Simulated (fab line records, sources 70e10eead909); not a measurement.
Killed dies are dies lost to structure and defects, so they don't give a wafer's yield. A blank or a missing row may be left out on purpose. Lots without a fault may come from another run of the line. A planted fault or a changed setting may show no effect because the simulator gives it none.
fab line records | flow nand_harc
record lots=6 wafers=18 last_day=33
route steps=1302 shown A_BONDPAD@1211 HYBRID_BOND@1237 THIN_TSV@1244 END@1302
lots that met no fault: from a run of the same line without faults
start_h: hours from the record's first day to the start of the lot's first wafer shown | wait_h: hours since the lot's step before | " the same as in the row above | L1.1+2: a row that stands for several wafers | - no value, or no start given | * or withheld: withheld | < > ~ a bound
route shown NAME@n: a module of which the file shows steps, and the number in the route of the first | usual: mean/standard deviation of fault-free wafers | same: alike in all rows | chamber/n: place in a boat | sites: the reading at each site | _std_site: their standard deviation | _edge_site: outer sites' mean less inner sites' | radius_mm: how far each site lies from the wafer's centre | mask NAME#n: copy n | behind: the tool/chamber that last shaped the wafer | hold: why the lot was held/for how many hours/how that ended | device: the transistor (n, p or np) that didn't switch | end of line: the same wafers' tests at the end of the route | a step without rows: its recipe alone | killed: dies lost to structure and defects at the first sort, not the wafer's yield | map: a wafer's dies, x killed, . not, _ none there
set.NAME: the setting as run; set.NAME@STEP: as run at that earlier step | model.NAME: the simulator's own value behind a step, which no gauge read
lots at some steps of the route; a table a step, a row a wafer
services: from which hour (start_h, from the record's first day; less than 0 if before it) a tool's chamber was out of use, for how many hours, and why
## steps
# step NHARC_A_BONDPAD_EBR_05
# step NHARC_A_BONDPAD_EXPOSE_06
# recipe na=0.55 dose_mj=36.99 mask_id=A_BPAD
# step NHARC_A_BONDPAD_PEB_07
# recipe peb_temp_c=128 peb_time_s=80
# step NHARC_A_BONDPAD_DEVELOP_08
# recipe time_s=50 dev_temp_c=22
# step NHARC_A_BONDPAD_CD_MEAS_09
# recipe target_cd_nm=500 landing_energy_ev=500
# usual cd_nm=500.2/1.9
# columns lot.wafer tool chamber start_h wait_h cd_nm
L339.2 cd_sem-01 0 613.72 - 500.0
L339.4 " 0 " " 500.6
L339.5 " 0 " " 500.8
L340.2 cd_sem-01 0 635.84 - 503.6
L340.3 " 0 " " 501.9
L340.4 " 0 " " 502.5
L346.4 cd_sem-01 0 683.51 - 498.2
L346.5 " 0 " " 502.9
L346.6 " 0 " " 498.9
L347.2 cd_sem-01 0 705.09 - 502.3
L347.3 " 0 " " 500.9
L347.4 " 0 " " 501.8
L348.1 cd_sem-01 0 722.54 - 500.2
L348.3 " 0 " " 497.7
L348.4 " 0 " " 500.1
L354.1 cd_sem-01 0 768.09 - 497.4
L354.3 " 0 " " 496.1
L354.5 " 0 " " 499.5
# step NHARC_A_BONDPAD_OVL_MEAS_35
# usual overlay_x_nm=1/7.3 overlay_y_nm=-1/6
# columns lot.wafer tool chamber start_h wait_h overlay_x_nm overlay_y_nm
L339.2 overlay-01 - 613.81 - 7 2
L339.4 " - " " 7 2
L339.5 " - " " 7 2
L340.2 overlay-02 - 635.92 - -5 8
L340.3 " - " " -5 8
L340.4 " - " " -5 9
L346.4 overlay-02 - 683.59 - 0 8
L346.5 " - " " 0 9
L346.6 " - " " -1 9
L347.2 overlay-02 - 705.19 - 12 -6
L347.3 " - " " 13 -7
L347.4 " - " " 12 -7
L348.1 overlay-01 - 722.63 - -1 1
L348.3 " - " " -2 1
L348.4 " - " " -1 1
L354.1 overlay-01 - 768.18 - 0 -6
L354.3 " - " " 0 -6
L354.5 " - " " 0 -6
# step NHARC_A_BONDPAD_HARDBAKE_10
# recipe temp_c=118 time_s=65
# step NHARC_A_BONDPAD_DESCUM_11
# recipe time_s=3 o2_flow_sccm=200 ar_flow_sccm=0 bias_power_w=0 chemistry=O2
# usual drypump_motor_current_A=5.6/0.36 oes_product_au=1.000/0.011 rf_vpp_V=57.8/0.87 showerhead_plenum_p_Torr=1.90/0.091 throttle_valve_pct=11.313/0.0092
# columns lot.wafer tool chamber start_h wait_h drypump_motor_current_A oes_product_au rf_hours_counter_h rf_vpp_V showerhead_plenum_p_Torr throttle_valve_pct
L339.2 rie_diel-13 0 613.93 - 5.4 0.991 20 57.8 2.07 11.307
L339.4 " 2 " " 6.3 0.998 19 58.6 1.80 11.315
L339.5 " 0 " " 5.4 0.986 - 58.9 2.07 11.324
L340.3 rie_diel-08 2 636.05 - 5.9 1.006 13 57.9 1.85 11.311
L340.2 " 3 " " 5.9 0.994 24 56.9 1.85 11.313
L340.4 " 0 " " 5.2 1.000 33 58.3 1.77 11.309
L346.4 rie_diel-10 3 683.73 - 5.0 0.992 2 57.1 2.04 11.308
L346.6 " 1 " " 5.7 1.015 - 57.2 1.79 11.305
L346.5 " 2 " " 5.9 1.008 - 56.7 1.86 11.321
L347.2 rie_diel-10 3 705.32 - 5.0 0.989 3 57.5 2.03 11.330
L347.3 " 0 " " 5.7 0.984 3 58.7 1.93 11.307
L347.4 " 2 " " 5.9 1.012 2 58.1 1.86 11.313
L348.4 rie_diel-10 0 722.75 - 5.6 0.987 3 57.1 1.93 11.315
L348.3 " 1 " " 5.7 1.020 3 56.7 1.79 11.318
L348.1 " 3 " " 5.0 0.993 3 58.4 2.03 11.329
L354.3 rie_diel-10 3 768.30 - 5.0 0.987 4 58.1 2.03 11.314
L354.1 " 2 " " 5.9 1.004 3 57.4 1.86 11.321
L354.5 " 0 " " 5.6 0.986 - 55.4 1.93 11.316
# step NHARC_A_BONDPAD_ETCH_34
# recipe target_depth_a=600 overetch_a=180 time_s=65.91 ion_energy_ev=200 n2_flow_sccm=150 h2_flow_sccm=150 ar_flow_sccm=0 rf_w=400 bias_w=150 chemistry=N2/H2
# step NHARC_A_BONDPAD_ETCH_12
# recipe target_depth_a=2200 time_s=110 chf3_flow_sccm=50 o2_flow_sccm=10 ar_flow_sccm=200 rf_w=500 bias_w=200 chemistry=CHF3/O2
# step NHARC_A_BONDPAD_CD_MEAS_13
# usual cd_nm=499.0/2
# columns lot.wafer tool chamber start_h wait_h cd_nm
L339.2 cd_sem-03 - 614.25 - 499.5
L339.4 " - " " 500.6
L339.5 " - " " 500.5
L340.2 cd_sem-02 - 636.36 - 502.4
L340.3 " - " " 500.1
L340.4 " - " " 501.1
L346.4 cd_sem-03 - 684.04 - 496.5
L346.5 " - " " 501.5
L346.6 " - " " 497.4
L347.2 cd_sem-01 - 705.63 - 501.9
L347.3 " - " " 499.2
L347.4 " - " " 500.1
L348.1 cd_sem-03 - 723.07 - 499.1
L348.3 " - " " 496.7
L348.4 " - " " 499.0
L354.1 cd_sem-02 - 768.62 - 496.4
L354.3 " - " " 494.1
L354.5 " - " " 498.1
# step NHARC_A_BONDPAD_STRIP_15
# recipe o2_flow_sccm=500 ar_flow_sccm=0 bias_w=0 chemistry=O2
# usual drypump_motor_current_A=5.7/0.38 oes_product_au=1.000/0.011 rf_vpp_V=57.7/0.94 showerhead_plenum_p_Torr=3.50/0.17 throttle_valve_pct=17.036/0.0085
# columns lot.wafer tool chamber start_h wait_h drypump_motor_current_A oes_product_au rf_hours_counter_h rf_vpp_V showerhead_plenum_p_Torr throttle_valve_pct
L339.4 rie_diel-08 2 614.32 0.1 5.9 1.007 3 56.4 3.43 17.036
L339.2 " 1 " " 5.8 0.982 26 58.9 3.51 17.046
L339.5 " 3 " " 5.9 1.004 - 58.7 3.43 17.045
L340.2 rie_diel-13 2 636.44 0.1 6.3 0.995 22 57.5 3.33 17.029
L340.4 " 3 " " 5.8 0.988 21 57.9 3.49 17.039
L340.3 " 0 " " 5.4 0.992 24 58.7 3.79 17.022
L346.4 rie_diel-10 0 684.12 0.1 5.6 0.984 2 57.5 3.56 17.028
L346.6 " 3 " " 5.0 0.999 - 58.1 3.74 17.049
L346.5 " 0 " " 5.6 0.989 - 58.8 3.56 17.023
L347.3 rie_diel-13 0 705.72 0.1 5.4 1.000 0 57.7 3.79 17.020
L347.4 " 1 " " 6.2 0.986 0 58.8 3.34 17.034
L347.2 " 2 " " 6.3 0.968 0 57.2 3.33 17.042
L348.4 rie_diel-13 0 723.15 0.1 5.4 1.006 2 57.9 3.79 17.034
L348.1 " 2 " " 6.3 0.981 2 56.5 3.33 17.033
L348.3 " 3 " " 5.8 0.990 2 57.3 3.48 17.037
L354.3 rie_diel-08 1 768.69 0.1 5.9 1.004 14 59.1 3.48 17.023
L354.1 " 3 " " 5.8 0.997 13 58.0 3.40 17.035
L354.5 " 2 " " 5.9 1.006 - 58.4 3.40 17.038
# step NHARC_A_BONDPAD_ETCH_24
# recipe target_depth_a=300 over_etch_frac=0.3 time_s=72.99 ion_energy_ev=150 cf4_flow_sccm=50 n2_flow_sccm=100 ar_flow_sccm=150 rf_w=300 bias_w=100 chemistry=CF4/N2
# usual drypump_motor_current_A=5.7/0.38 oes_product_au=0.999/0.01 rf_vpp_V=313.9/2.3 showerhead_plenum_p_Torr=2.60/0.13 throttle_valve_pct=19.795/0.0097
# same over_etch_frac=0.3
# columns lot.wafer tool chamber start_h wait_h drypump_motor_current_A oes_product_au rf_hours_counter_h rf_vpp_V showerhead_plenum_p_Torr throttle_valve_pct
L339.2 rie_diel-08 3 614.49 - 5.8 0.985 16 314.8 2.55 19.801
L339.4 " 0 " " 5.3 0.998 25 311.8 2.44 19.813
L339.5 " 1 " " 5.8 0.997 - 313.0 2.61 19.814
L340.3 rie_diel-13 3 636.59 - 5.8 0.994 21 314.8 2.60 19.809
L340.4 " 0 " " 5.4 0.998 24 318.7 2.83 19.798
L340.2 " 1 " " 6.1 1.007 24 312.5 2.49 19.793
L346.4 rie_diel-10 3 684.27 - 5.0 0.992 2 318.3 2.78 19.795
L346.6 " 0 " " 5.6 0.994 - 314.4 2.65 19.790
L346.5 " 1 " " 5.7 1.020 - 313.2 2.47 19.814
L347.3 rie_diel-13 1 705.86 - 6.2 0.989 0 312.7 2.48 19.786
L347.2 " 2 " " 6.3 0.987 0 311.1 2.47 19.787
L347.4 " 0 " " 5.4 1.004 0 317.8 2.82 19.797
L348.3 rie_diel-13 2 723.30 - 6.3 0.991 2 311.9 2.47 19.795
L348.4 " 0 " " 5.4 0.994 2 315.7 2.82 19.788
L348.1 " 1 " " 6.1 1.000 2 312.6 2.48 19.779
L354.3 rie_diel-08 0 768.85 - 5.2 1.009 13 318.9 2.83 19.809
L354.1 " 1 " " 5.8 0.998 14 312.5 2.59 19.808
L354.5 " 3 " " 5.8 1.001 - 312.5 2.53 19.795
# step NHARC_A_BONDPAD_STRIP_16
# recipe time_s=600 temp_c=30 chemistry=post_etch_residue_remover
# step NHARC_A_BONDPAD_DEGAS_25
# recipe temp_c=300 time_s=60
# step NHARC_A_BONDPAD_PRE_CLEAN_26
# recipe time_s=30 temp_c=280 gas=H2/He
# usual heater_power_w=392/39
# columns lot.wafer tool chamber start_h wait_h heater_power_w
L339.2 pvd_sputter-03 - - - 363
L339.4 " - " " 375
L339.5 " - " " 493
L340.3 pvd_sputter-02 - - - 359
L340.2 " - " " 346
L340.4 " - " " 404
L346.4 pvd_sputter-02 - - - 396
L346.5 " - " " 380
L346.6 " - " " 374
L347.4 pvd_sputter-03 - - - 449
L347.3 " - " " 352
L347.2 " - " " 479
L348.3 pvd_sputter-01 - - - 400
L348.1 " - " " 398
L348.4 " - " " 390
L354.1 pvd_sputter-02 - - - 358
L354.3 " - " " 388
L354.5 " - " " 363
# step NHARC_A_BONDPAD_PVD_17
# recipe target_thk_a=50 bias_v=168.6 power_w=15000 chamber_pressure_pa=0.12 time_s=8.06 substrate_temp_c=50 material=TaN
# usual throttle_valve_pct=29.9/0.92
# columns lot.wafer tool chamber start_h wait_h throttle_valve_pct
L339.4 pvd_sputter-03 - - - 30.3
L339.2 " - " " 29.6
L339.5 " - " " 28.3
L340.2 pvd_sputter-02 - - - 31.0
L340.4 " - " " 29.5
L340.3 " - " " 30.7
L346.4 pvd_sputter-02 - - - 29.8
L346.6 " - " " 29.3
L346.5 " - " " 30.0
L347.3 pvd_sputter-03 - - - 30.9
L347.2 " - " " 30.5
L347.4 " - " " 29.5
L348.1 pvd_sputter-01 - - - 27.9
L348.3 " - " " 29.5
L348.4 " - " " 31.3
L354.3 pvd_sputter-02 - - - 30.4
L354.1 " - " " 31.3
L354.5 " - " " 30.3
# step NHARC_A_BONDPAD_PVD_27
# recipe target_thk_a=300 chamber_pressure_pa=5 power_w=5000 substrate_temp_c=30 time_s=20.49 material=Cu
# step NHARC_A_BONDPAD_ECD_18
# recipe target_thk_a=4000 bath_temp_c=25 material=Cu
# step NHARC_A_BONDPAD_ANNEAL_28
# recipe temp_c=225 time_s=90
# step NHARC_A_BONDPAD_CMP_19
# recipe t_overpolish_s=30 cu_recess_touch_s=16 target_thk_nm=169.82
# step NHARC_A_BONDPAD_THK_MEAS_20
# recipe thk_meas_gauge=xrf
# usual thk_nm=169.6/1.4
# columns lot.wafer tool chamber start_h wait_h thk_nm
L339.2 film_metro-02 - 616.31 - 170.3
L339.4 " - " " 169.5
L339.5 " - " " 169.1
L340.2 film_metro-01 - 638.65 - 171.4
L340.3 " - " " 168.5
L340.4 " - " " 171.0
L346.4 film_metro-02 - 686.06 - 168.8
L346.5 " - " " 170.2
L346.6 " - " " 170.9
L347.2 film_metro-01 - 707.69 - 169.1
L347.3 " - " " 170.3
L347.4 " - " " 167.9
L348.1 film_metro-02 - 725.10 - 172.9
L348.3 " - " " 170.3
L348.4 " - " " 170.8
L354.1 film_metro-01 - 770.65 - 166.8
L354.3 " - " " 168.9
L354.5 " - " " 169.0
# step NHARC_A_BONDPAD_SRD_21
# recipe time_s=30 temp_c=23 dry_time_s=20 spin_rpm=1500
# step NHARC_HYBRID_BOND_ACTIVATE_00
# recipe time_s=60 n2_flow_sccm=200 ar_flow_sccm=0 bias_power_w=0 chemistry=N2
# step NHARC_HYBRID_BOND_PRECLEAN_01
# recipe time_s=300 temp_c=23 chemistry=DIW
# step NHARC_HYBRID_BOND_SRD_02
# recipe time_s=30 temp_c=23 dry_time_s=20 spin_rpm=1500
# step NHARC_HYBRID_BOND_BOND_03
# recipe temp_c=25
# step NHARC_HYBRID_BOND_ANNEAL_04
# recipe temp_c=300 time_s=7200 ramp_up_c_per_min=5 ramp_down_c_per_min=3 idle_temp_c=100 pressure_atm=1
# step NHARC_HYBRID_BOND_OVL_MEAS_05
# usual overlay_x_nm=1/33 overlay_y_nm=-3/33
# columns lot.wafer tool chamber start_h wait_h overlay_x_nm overlay_y_nm
L339.2 overlay-01 - 626.98 0.4 -1 -12
L339.4 " - " " -29 41
L339.5 " - " " -19 17
L340.2 overlay-02 - 650.59 0.4 50 -2
L340.3 " - " " -51 -39
L340.4 " - " " 6 -42
L346.4 overlay-02 - 693.59 0.4 9 -9
L346.5 " - " " 4 24
L346.6 " - " " -22 21
L347.2 overlay-02 - 720.06 0.4 40 -18
L347.3 " - " " -33 -17
L347.4 " - " " -13 5
L348.1 overlay-01 - 732.56 0.4 -30 -6
L348.3 " - " " 38 -2
L348.4 " - " " 38 -24
L354.1 overlay-02 - 779.43 0.4 66 67
L354.3 " - " " -1 -54
L354.5 " - " " 94 -34
# step NHARC_THIN_TSV_GRIND_00
# recipe target_thk_um=6
# step NHARC_THIN_TSV_CMP_01
# recipe target_thk_um=3
# step NHARC_THIN_TSV_THK_MEAS_02
# recipe thk_meas_gauge=ir
# usual thk_nm=3000/200
# columns lot.wafer tool chamber start_h wait_h thk_nm
L339.2 film_metro-02 - 628.68 - 3338
L339.4 " - " " 3140
L339.5 " - " " 2963
L340.2 film_metro-01 - 652.29 - 3092
L340.3 " - " " 2738
L340.4 " - " " 2896
L346.4 film_metro-02 - 697.68 0.2 2987
L346.5 " - " " 3133
L346.6 " - " " 3146
L347.2 film_metro-02 - 721.76 0.2 2945
L347.3 " - " " 3051
L347.4 " - " " 2934
L348.1 film_metro-01 - 735.45 - 3328
L348.3 " - " " 3409
L348.4 " - " " 3383
L354.1 film_metro-01 - 781.13 - 3078
L354.3 " - " " 3066
L354.5 " - " " 3355
# step NHARC_THIN_TSV_SRD_03
# step NHARC_THIN_TSV_PRECLEAN_41
# recipe time_s=* temp_c=50 bath_age_min=0 chemistry=SC1
# step NHARC_THIN_TSV_SRD_42
# step NHARC_THIN_TSV_DEP_43
# recipe target_thk_a=13285 temp_c=withheld pressure_torr=6.5 rf_w=900 teos_flow_sccm=161.4 flow_sccm=2650 target_thk_nm=1328.5 gas=O2 material=SiO2
# usual throttle_valve_pct=16.2/0.53
# columns lot.wafer tool chamber start_h wait_h throttle_valve_pct
L339.2 pecvd-01 0 628.90 - 16.2
L339.4 " 0 " " 16.3
L339.5 " 2 " " 16.4
L340.3 pecvd-01 2 652.55 - 16.3
L340.2 " 0 " " 15.9
L340.4 " 0 " " 15.9
L346.5 pecvd-04 0 698.03 - 16.0
L346.4 " 1 " " 16.3
L346.6 " 2 " " 16.1
L347.3 pecvd-02 1 721.98 - 16.0
L347.2 " 0 " " 15.9
L347.4 " 0 " " 15.7
L348.1 pecvd-04 2 735.74 - 16.4
L348.4 " 0 " " 16.1
L348.3 " 2 " " 16.3
L354.3 pecvd-01 2 781.40 - 16.6
L354.1 " 0 " " 15.8
L354.5 " 2 " " 16.4
# step NHARC_THIN_TSV_DEHYDRATE_04
# recipe temp_c=150 time_s=120
# step NHARC_THIN_TSV_HMDS_05
# recipe time_s=30
# step NHARC_END_SORT_01
# recipe temp_c=25
# usual defect_limited_yield=92.0/2.6 killed_at_array=49/18 killed_at_other=0.8/1 killed_at_periphery=4.2/2.8 killed_dies=54/18 killed_open=3.0/1.7 killed_short=2.5/1.6 sort_bin_2_pct=2.8/1.2 sort_bin_3_pct=0.6/0.37 sort_bin_4_pct=4.6/1.5 sort_n_pass=623/18 sort_rim_yield_pct=92/4.2 sort_yield_pct=92.0/2.6
# same gross_dies=677 sort_bin_5_pct[%]=0 sort_bin_6_pct[%]=0 sort_bin_7_pct[%]=0 sort_bin_8_pct[%]=0 sort_rim_n_gross=106.00
# columns lot.wafer tool chamber start_h wait_h defect_limited_yield[%] killed_at_array killed_at_other killed_at_periphery killed_dies killed_open killed_short sort_bin_2_pct[%] sort_bin_3_pct[%] sort_bin_4_pct[%] sort_n_pass sort_rim_yield_pct[%] sort_yield_pct[%]
L339.2 prober-02 0 648.37 2.8 90.4 58 1 6 65 4 3 3.8 0.7 5.0 612 78 90.4
L339.4 prober-02 0 649.96 3.4 90.1 64 0 3 67 2 3 3.7 0.9 5.3 610 92 90.1
L339.5 prober-02 0 650.75 3.7 88.6 68 1 8 77 2 0 3.4 1.0 6.9 600 86 88.6
L340.2 prober-02 0 669.11 2.8 90.1 63 2 2 67 3 2 4.0 0.6 5.3 610 89 90.1
L340.3 prober-02 0 669.91 3.1 86.7 90 0 0 90 5 3 5.0 1.2 7.1 587 89 86.7
L340.4 prober-02 0 670.71 3.4 88.8 70 0 6 76 7 0 4.0 0.9 6.4 601 85 88.8
L346.4 prober-02 0 714.01 3.4 94.2 34 1 4 39 4 0 1.3 0 4.4 638 90 94.2
L346.5 prober-02 0 714.81 3.7 95.9 26 1 1 28 3 1 1.3 0.1 2.7 649 97 95.9
L346.6 prober-02 0 715.60 4.0 95.7 27 0 2 29 1 5 1.6 0.1 2.5 648 94 95.7
L347.2 prober-01 0 740.66 2.8 83.3 109 0 4 113 0 3 7.1 2.2 7.4 564 85 83.3
L347.3 prober-01 0 741.46 3.1 89.4 63 1 8 72 3 0 4.7 0.6 5.3 605 91 89.4
L347.4 prober-01 0 742.26 3.4 90.1 60 0 7 67 3 0 4.3 0.4 5.2 610 88 90.1
L348.1 prober-01 0 750.15 2.5 90.0 62 1 5 68 6 3 3.8 0.9 5.3 609 92 90.0
L348.3 prober-01 0 751.75 3.1 83.8 104 1 5 110 2 5 8.3 2.7 5.3 567 89 83.8
L348.4 prober-01 0 752.55 3.4 92.2 50 2 1 53 1 5 2.5 0.6 4.7 624 99 92.2
L354.1 prober-01 0 798.22 2.5 89.4 69 1 2 72 3 5 4.0 0.3 6.4 605 87 89.4
L354.3 prober-01 0 799.80 3.1 90.0 63 4 1 68 4 5 2.7 0.6 6.8 609 91 90.0
L354.5 prober-01 0 801.39 3.7 91.1 57 1 2 60 6 3 3.2 0.4 5.2 617 89 91.1
# killed by level:class
L339.2 A_SLIT:chamber_film_flake=18 A_CHANNEL_HOLE_D1:chamber_film_flake=13 A_CHANNEL_HOLE_D2:chamber_film_flake=12 A_CONTACT:chamber_film_flake=5 A_CHANNEL_FILL_D1:chamber_film_flake=3 P_STI:chamber_film_flake=2 P_GATE:geometric_particle:short=1 P_M0:geometric_particle:open=1
L339.4 A_SLIT:chamber_film_flake=21 A_CHANNEL_HOLE_D1:chamber_film_flake=15 A_CHANNEL_HOLE_D2:chamber_film_flake=10 A_CONTACT:chamber_film_flake=6 A_CHANNEL_FILL_D1:chamber_film_flake=5 A_ONON_D2:geometric_particle:short=2 A_WL_FILL:chamber_film_flake=2 P_M0:geometric_particle:open=1
L339.5 A_CHANNEL_HOLE_D1:chamber_film_flake=35 A_CHANNEL_HOLE_D2:chamber_film_flake=15 A_SLIT:chamber_film_flake=13 P_STI:chamber_film_flake=6 A_CONTACT:chamber_film_flake=3 P_M1:geometric_particle:open=1 A_ONON_D2:geometric_particle:open=1 P_ZERO_WELL:chamber_film_flake=1
L340.2 A_CHANNEL_HOLE_D1:chamber_film_flake=25 A_SLIT:chamber_film_flake=15 A_CONTACT:chamber_film_flake=8 A_CHANNEL_FILL_D1:chamber_film_flake=3 A_CHANNEL_HOLE_D2:chamber_film_flake=3 A_CHANNEL_FILL_D2:chamber_film_flake=3 A_STAIRCASE:chamber_film_flake=2 THIN_TSV:chamber_film_flake=2
L340.3 A_SLIT:chamber_film_flake=35 A_CHANNEL_HOLE_D1:chamber_film_flake=22 A_CHANNEL_HOLE_D2:chamber_film_flake=8 A_CONTACT:chamber_film_flake=7 A_STAIRCASE:chamber_film_flake=5 A_CHANNEL_FILL_D2:chamber_film_flake=3 A_CHANNEL_FILL_D1:geometric_particle:open=2 A_CONTACT:geometric_particle:open=2
L340.4 A_CHANNEL_HOLE_D1:chamber_film_flake=31 A_SLIT:chamber_film_flake=15 A_CHANNEL_HOLE_D2:chamber_film_flake=9 A_CONTACT:chamber_film_flake=7 A_CHANNEL_FILL_D2:chamber_film_flake=4 P_GATE:geometric_particle:open=2 P_CONTACT:geometric_particle:open=2 A_SOURCE_PLATE:geometric_particle:open=1
L346.4 A_CHANNEL_HOLE_D1:chamber_film_flake=8 A_STAIRCASE:chamber_film_flake=7 A_CONTACT:chamber_film_flake=6 P_CONTACT:chamber_film_flake=2 A_CHANNEL_HOLE_D2:chamber_film_flake=2 A_CHANNEL_FILL_D2:chamber_film_flake=2 A_SLIT:chamber_film_flake=2 P_M0:geometric_particle:open=1
L346.5 A_CHANNEL_HOLE_D1:chamber_film_flake=10 A_STAIRCASE:chamber_film_flake=4 A_CHANNEL_HOLE_D2:chamber_film_flake=3 A_CHANNEL_FILL_D2:chamber_film_flake=2 A_CONTACT:chamber_film_flake=2 A_CHANNEL_FILL_D1:geometric_particle:short=1 A_WL_FILL:geometric_particle:open=1 A_CONTACT:geometric_particle:open=1
L346.6 A_CHANNEL_HOLE_D1:chamber_film_flake=5 A_CONTACT:chamber_film_flake=5 A_STAIRCASE:chamber_film_flake=3 A_CHANNEL_FILL_D2:geometric_particle:short=2 A_WL_FILL:geometric_particle:short=2 P_CONTACT:chamber_film_flake=2 A_CHANNEL_HOLE_D2:chamber_film_flake=2 A_CHANNEL_FILL_D2:chamber_film_flake=2
L347.2 A_BONDPAD:unspecified=66 A_CHANNEL_HOLE_D1:chamber_film_flake=18 A_CHANNEL_HOLE_D2:chamber_film_flake=11 A_SLIT:chamber_film_flake=4 A_CONTACT:chamber_film_flake=3 P_CONTACT:chamber_film_flake=2 A_DECK1_JOINT:chamber_film_flake=2 A_STAIRCASE:chamber_film_flake=2
L347.3 A_CHANNEL_HOLE_D1:chamber_film_flake=35 A_CHANNEL_HOLE_D2:chamber_film_flake=11 A_CONTACT:chamber_film_flake=5 A_SLIT:chamber_film_flake=5 P_GATE:chamber_film_flake=3 A_DECK1_JOINT:chamber_film_flake=2 P_CONTACT:chamber_film_flake=2 A_STAIRCASE:chamber_film_flake=2
L347.4 A_CHANNEL_HOLE_D2:chamber_film_flake=22 A_CHANNEL_HOLE_D1:chamber_film_flake=17 A_SLIT:chamber_film_flake=10 A_CONTACT:chamber_film_flake=5 P_CONTACT:chamber_film_flake=4 A_STAIRCASE:chamber_film_flake=2 P_GATE:geometric_particle:open=1 A_ONON_D2:geometric_particle:open=1
L348.1 A_SLIT:chamber_film_flake=36 A_CONTACT:chamber_film_flake=9 A_ONON_D1:geometric_particle:open=3 A_CHANNEL_HOLE_D1:chamber_film_flake=3 A_STAIRCASE:chamber_film_flake=2 A_SGD_CUT:chamber_film_flake=2 A_WL_FILL:chamber_film_flake=2 P_GATE:geometric_particle:short=1
L348.3 A_BONDPAD:unspecified=73 A_SLIT:chamber_film_flake=14 A_CONTACT:chamber_film_flake=4 A_CHANNEL_HOLE_D1:chamber_film_flake=3 A_SGD_CUT:chamber_film_flake=3 A_STAIRCASE:chamber_film_flake=2 P_GATE:geometric_particle:short=1 P_CONTACT:geometric_particle:short=1
L348.4 A_SLIT:chamber_film_flake=30 A_CHANNEL_HOLE_D1:chamber_film_flake=8 A_CONTACT:chamber_film_flake=3 A_CHANNEL_HOLE_D2:chamber_film_flake=2 A_STAIRCASE:chamber_film_flake=2 P_M1:geometric_particle:short=1 A_DECK1_JOINT:geometric_particle:short=1 A_ONON_D2:geometric_particle:short=1
L354.1 A_CHANNEL_HOLE_D2:chamber_film_flake=30 A_CHANNEL_HOLE_D1:chamber_film_flake=13 A_CONTACT:chamber_film_flake=10 A_SLIT:chamber_film_flake=6 A_CHANNEL_FILL_D2:geometric_particle:short=2 A_M0:geometric_particle:short=2 P_ZERO_WELL:chamber_film_flake=2 A_CHANNEL_HOLE_D1:geometric_particle:open=1
L354.3 A_CHANNEL_HOLE_D1:chamber_film_flake=19 A_CHANNEL_HOLE_D2:chamber_film_flake=18 A_SLIT:chamber_film_flake=10 A_CONTACT:chamber_film_flake=5 THIN_TSV:chamber_film_flake=4 A_M0:geometric_particle:short=2 A_STAIRCASE:chamber_film_flake=2 P_M0:geometric_particle:open=1
L354.5 A_CHANNEL_HOLE_D2:chamber_film_flake=24 A_CONTACT:chamber_film_flake=10 A_CHANNEL_HOLE_D1:chamber_film_flake=9 A_SLIT:chamber_film_flake=3 P_M1:geometric_particle:open=1 A_ONON_D1:geometric_particle:open=1 A_CHANNEL_HOLE_D1:geometric_particle:open=1 A_CHANNEL_FILL_D1:geometric_particle:short=1
# map L347.2 (x killed, . not)
____________.____________
_________......._________
_______..........._______
______.............______
_____..............._____
____.x...........x...____
____.............x...____
___...................___
___............x......___
__..........x..xxx.....__
__............xxxxx....__
_.....xx....x.xxxxxx...x_
_.....x......xxxxxxx...x_
_........x...xxxxxxx..x._
_...........xxxxxxxxx..x_
_..x.........xxxxxxxxx.._
...............xxxx...x..
..............xxxxx....xx
...........x...xxxxx....x
..............xxx......x.
.............x.xx....x...
_..........x............_
_...........x..........._
_....x.................._
_......................._
_...x..................._
__.....................__
__x....................__
___...................___
___...................___
____........x..x.....____
____x................____
_____..........x.x.._____
______......xx.xx..______
_______..x..xxx.x._______
_________..xxxxx_________
____________x____________
# map L348.3 (x killed, . not)
____________.____________
_________......._________
_______..........._______
______.............______
_____..............._____
____.................____
____.................____
___................x..___
___...........x.x.....___
__.............x.xx.x..__
__......x....xxxxxx..xx__
_............xxxxx...x.._
_..........x.xxxxxxxx.xx_
_.x.........xxxxxxxx.xxx_
_..........x.xxxxxxx...x_
_..x..x...x..xxxxxxx.xxx_
.............xxxxxx....xx
..............xxxxx.x...x
...........x.xxxxxx..xx.x
.......x......xxxxx....xx
.............x...x..x....
_.............x.......x._
_.....................x._
_......................._
_......................._
_......................._
__.....................__
__..................x..__
___...................___
___...................___
____.................____
____.................____
_____..............x_____
______.x...........______
_______........x.._______
_________......._________
____________.____________
## services
# columns tool chamber start_h hours kind
rie_diel-10 - 596.62 9.0 pm
rie_diel-13 1 618.92 4.5 repair
rie_diel-10 2 626.82 18.7 repair
pecvd-04 0 633.48 24.5 repair
pvd_sputter-02 - 638.05 10.0 pm
pecvd-04 - 646.99 13.0 pm
rie_diel-10 2 658.02 11.6 repair
pvd_sputter-03 - 679.26 5.5 repair
rie_diel-08 1 681.62 4.2 repair
pecvd-01 - 685.31 13.0 pm
pvd_sputter-02 - 686.92 1.7 repair
pecvd-04 0 689.90 5.0 repair
rie_diel-13 - 696.40 9.0 pm
pvd_sputter-02 - 700.62 1.2 repair
pvd_sputter-02 - 703.01 8.1 repair
pecvd-04 - 707.82 2.0 repair
pvd_sputter-03 - 708.02 10.0 pm
rie_diel-08 - 722.91 9.0 pm
rie_diel-10 - 723.19 0.9 repair
pvd_sputter-02 - 723.86 1.9 repair
pecvd-04 1 735.00 25.4 repair
rie_diel-08 2 740.51 2.4 repair
rie_diel-08 2 745.24 7.4 repair
rie_diel-10 - 773.62 9.0 pm
## key
first_sign step=NHARC_END_SORT_01 reading=defect_limited_yield direction=down sigmas=3.2 usual=92.0 struck=83.5
effect step=NHARC_END_SORT_01 reading=killed_dies direction=up sigmas=3.2 usual=54 struck=112
more_kills_born_at NHARC_A_BONDPAD_ETCH_24@rie_diel-13=133
met_at NHARC_A_BONDPAD_ETCH_24
struck_wafers L347.2,L348.3
fault kind=chamber_particle_source tool=rie_diel-13 chamber=2 onset_h=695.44 steps=NHARC_A_BONDPAD_ETCH_24 rate_per_visit_cm2=0.45805 end_h=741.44
